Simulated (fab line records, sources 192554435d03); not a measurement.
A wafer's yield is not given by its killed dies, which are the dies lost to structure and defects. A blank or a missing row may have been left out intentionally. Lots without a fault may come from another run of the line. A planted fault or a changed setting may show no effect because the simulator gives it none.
Chamber matching -- flow n5-finfet -- 4 sister chambers for N5_SD_EPI_N_ETCH_45 on rie-diel-01
The step etches SiOCN in CH3F/O2, target depth 6 nm. 4 wafers are shown with their chamber, then 11 later ones without.

## WAFERS WITH THEIR CHAMBER
wafer,chamber,showerhead-plenum-p-Torr (Torr)
L081.6,2,1.89
L089.4,1,1.91
L089.6,0,2.05
L090.4,3,2.07

## WAFERS WITH NO CHAMBER GIVEN
wafer,showerhead-plenum-p-Torr (Torr)
L090.5,1.91
L090.6,2.05
L093.1,2.13
L093.5,2.13
L093.6,2.06
L096.2,1.90
L096.4,2.13
L096.6,1.90
L097.2,2.13
L097.3,1.90
L097.4,2.06

## THE CHAMBER EACH PASSED THROUGH
wafer,from the rows above,in truth
L090.5,can't be placed: 1 or 2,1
L090.6,can't be placed: 0 or 3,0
L093.1,can't be placed: 3 or 0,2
L093.5,can't be placed: 3 or 0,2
L093.6,can't be placed: 3 or 0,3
L096.2,can't be placed: 1 or 2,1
L096.4,can't be placed: 3 or 0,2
L096.6,can't be placed: 1 or 2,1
L097.2,can't be placed: 3 or 0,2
L097.3,can't be placed: 1 or 2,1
L097.4,can't be placed: 3 or 0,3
0 of 11 placed correctly. These rows do not allow placing 11 (true chamber among the candidates in 7). Wrongly placed: 0.
How it was worked out, from the rows above alone: a wafer's distance from a chamber is the root of the sum, over the readings, of the square of ((its reading less the chamber's mean) divided by the reading's scatter). The wafer belongs to the nearest chamber; if the next one is less than 2 further off, it can't be placed. A chamber's mean is the mean of its shown wafers. The scatter (one wafer shown for each chamber): square how far every hidden wafer sits from the nearest shown wafer, average those squares and take the square root.
